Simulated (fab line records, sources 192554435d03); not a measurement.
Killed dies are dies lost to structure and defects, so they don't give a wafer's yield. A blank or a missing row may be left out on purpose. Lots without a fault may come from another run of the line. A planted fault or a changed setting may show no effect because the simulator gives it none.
A struck lot beside a sound one | flow n5_finfet | 16 steps out of a route of 1938
Sound: wafers L942.2, L942.5, L942.6. Struck: wafer L934.3. (L934.4 of the same lot was not struck and is left out.) The cause comes at the end.
At each step with rows: each side's tool, then ch and its chambers, then its first start. Under that, the readings that differ: sound wafers | struck wafers | difference of the means | sigmas: that difference in standard deviations of wafers without a fault.
alike: readings whose means differ by less than 2 such deviations, and words and numbers that are the same on both sides. not compared: withheld readings, readings that some wafer has no value for, bounds like >300 that may hide the same value, and numbers for which the record gives no deviation and whose values overlap.
The two part at a step that has a row with sigmas, a row that says differs or no value, or rows on one side only. Numbers that don't overlap but have no deviation are shown without sigmas and don't part them. A reading that every wafer of one side lacks parts them only if that side has two wafers or more.

first, 2 steps without rows for these wafers: N5_FIN_CUT_PEB_06 (peb time 60 s); N5_FIN_CUT_DEVELOP_07 (develop time 30 s).
N5_FIN_CUT_CD_MEAS_08: target cd 29.1 nm.
  sound on cd_sem-01 ch 0, day 6 10:23; struck on cd_sem-01 ch 0, day 4 09:36
  alike: cd_nm
N5_FIN_CUT_OVL_MEAS_09:
  sound on overlay-01 ch 0, day 6 10:26; struck on overlay-02 ch 0, day 4 09:38
  alike: FIN_CUT_OVL
N5_FIN_CUT_INSPECT_10: inspects for defects (brightfield).
  sound on defect_inspect-01, day 6 10:29; struck on defect_inspect-01, day 4 09:41
  alike: raw_defect_count
N5_FIN_CUT_DESCUM_13: chemistry O2, time 7 s.
  sound on rie_diel-04 ch 0,3, day 6 10:31; struck on rie_diel-02 ch 1, day 4 09:43
  alike: drypump_motor_current_A, oes_product_au, rf_vpp_V, showerhead_plenum_p_Torr, throttle_valve_pct
  not compared: rf_hours_counter_h
N5_FIN_CUT_ETCH_30: etches underlayer in N2/H2, target depth 13 nm, time 10.4 s.
  sound on rie_diel-04 ch 0,3, day 6 10:33; struck on rie_diel-02 ch 1, day 4 09:45
  reading             | sound             | struck | difference | sigmas
  h2_flow_sccm (sccm) | 199.7 199.9 200.4 | 198.4  | -1.6       | -3
  alike: drypump_motor_current_A, etch_rf_on_time_s, oes_product_au, rf_vpp_V, showerhead_plenum_p_Torr, throttle_valve_pct
  not compared: rf_hours_counter_h
then, 1 step without rows for these wafers: N5_FIN_CUT_ETCH_20 (etches SiARC in CF4, target depth 26 nm, time 43.3 s).
N5_FIN_CUT_ETCH_21: etches SOC in N2/H2, target depth 219 nm, overetch 43.8 nm, time 523.5 s.
  sound on rie_diel-04 ch 0,3, day 6 10:37; struck on rie_diel-02 ch 1, day 4 09:49
  alike: drypump_motor_current_A, h2_flow_sccm, oes_product_au, rf_vpp_V, run_length_s, showerhead_plenum_p_Torr, throttle_valve_pct
  not compared: rf_hours_counter_h
then, 2 steps without rows for these wafers: N5_FIN_CUT_STRIP_23 (strips in N2/H2); N5_FIN_CUT_STRIP_31 (strips in N2/H2).
N5_FIN_CUT_STRIP_24: strips in CF4.
  sound on rie_diel-04 ch 0,3, day 6 10:56; struck on rie_diel-02 ch 1, day 4 10:08
  alike: cf4_flow_sccm, drypump_motor_current_A, oes_product_au, rf_vpp_V, showerhead_plenum_p_Torr, throttle_valve_pct
  not compared: rf_hours_counter_h
N5_FIN_CUT_CUT_ETCH_26: etches SiNx in CH3F/O2, target depth 39 nm, time 55.7 s.
  sound on rie_diel-04 ch 0,3, day 6 10:57; struck on rie_diel-02 ch 1, day 4 10:09
  reading                  | sound          | struck | difference | sigmas
  run_length_s (s)         | 79.1 79.5 79.4 | 76.4   | -2.9       | -6
  model.etch.depth_nm (nm) | 39.21 38.37 39 | 37.4   | -1.5       |
  alike: drypump_motor_current_A, oes_product_au, rf_vpp_V, showerhead_plenum_p_Torr, throttle_valve_pct
  not compared: rf_hours_counter_h
N5_FIN_CUT_CUT_ETCH_27: etches SiO2 in CHF3/O2, target depth 4 nm, overetch 2 nm, time 4.9 s.
  sound on rie_diel-04 ch 0,3, day 6 11:00; struck on rie_diel-02 ch 1, day 4 10:12
  alike: CHF3_flow_sccm, drypump_motor_current_A, oes_product_au, rf_vpp_V, showerhead_plenum_p_Torr, throttle_valve_pct
  not compared: rf_hours_counter_h
-- the record jumps here: 6 days lie between the struck wafers' starts before and after (it left off in module FIN_CUT and takes up again in module BEOL_M4, whose first step shown is number 1111 of the route) --
N5_BEOL_M4_RC_MEAS_101:
  sound on prober-02 ch 0, day 12 10:18; struck on prober-02 ch 0, day 10 00:34
  alike: DIBL_N, DIBL_P, IOFF_N, IOFF_P, ION_N, ION_P, SS_N, SS_P, VT_N, VT_P
then, 1 step without rows for these wafers: N5_PASSIVATION_PROBE_49.

WHERE THEY PART
First at N5_FIN_CUT_ETCH_30; last, within this record, at N5_FIN_CUT_CUT_ETCH_26. Later steps at which nothing parts them and some readings are alike: N5_FIN_CUT_CUT_ETCH_27, N5_BEOL_M4_RC_MEAS_101.

WHY: what the simulator had put in
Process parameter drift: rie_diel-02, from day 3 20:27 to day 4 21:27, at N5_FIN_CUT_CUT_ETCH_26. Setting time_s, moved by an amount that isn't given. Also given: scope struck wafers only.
